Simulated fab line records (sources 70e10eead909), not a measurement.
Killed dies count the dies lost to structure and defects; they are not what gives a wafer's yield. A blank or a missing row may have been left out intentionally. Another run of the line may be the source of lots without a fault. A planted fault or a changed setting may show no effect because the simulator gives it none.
The tool behind it: which one? :: flow nand_harc :: at 1 step of a route of 1302, 6 lots with 18 wafers sampled

WHAT THE GAUGES SHOWED, per wafer
NHARC_A_CHANNEL_FILL_D2_INSPECT_13.
lot: L400
measured: day 15 22:14
on: defect_inspect-01
raw_defect_count: 408 238 415

lot: L402
measured: day 17 00:32
on: defect_inspect-02
raw_defect_count: 479 666 525

lot: L404
measured: day 17 13:03
on: defect_inspect-01
raw_defect_count: 327 291 260

lot: L412
measured: day 21 12:14
on: defect_inspect-01
raw_defect_count: 558 358 335

lot: L417
measured: day 22 21:25
on: defect_inspect-01
raw_defect_count: 249 302 193

lot: L421
measured: day 25 03:24
on: defect_inspect-01
raw_defect_count: 495 239 500

WHICH TOOL RAN EACH LOT (tool, then ch and the chambers of the sampled wafers, then the start)
No process step before these readings appears in the record.

THE ANSWER, worked out from the rows above alone
Rule: usual is defined by the lots themselves. The widest of any qualifying gaps counts: lots, ordered by their means at a reading, are off when they make up no more than a third of the lots, leave a main group of 4 or more, and stand apart from it by 3 or more times the standard deviation of that group's means. Not used: any main group whose means are identical at the precision the tables above print for the reading. A lot without any number at a reading at which 4 lots or more have one is off too. The other lots that the step has rows for count as sound.
No lot is off at any reading shown: from this, nothing can be told.

WHAT THE SIMULATOR PUT IN
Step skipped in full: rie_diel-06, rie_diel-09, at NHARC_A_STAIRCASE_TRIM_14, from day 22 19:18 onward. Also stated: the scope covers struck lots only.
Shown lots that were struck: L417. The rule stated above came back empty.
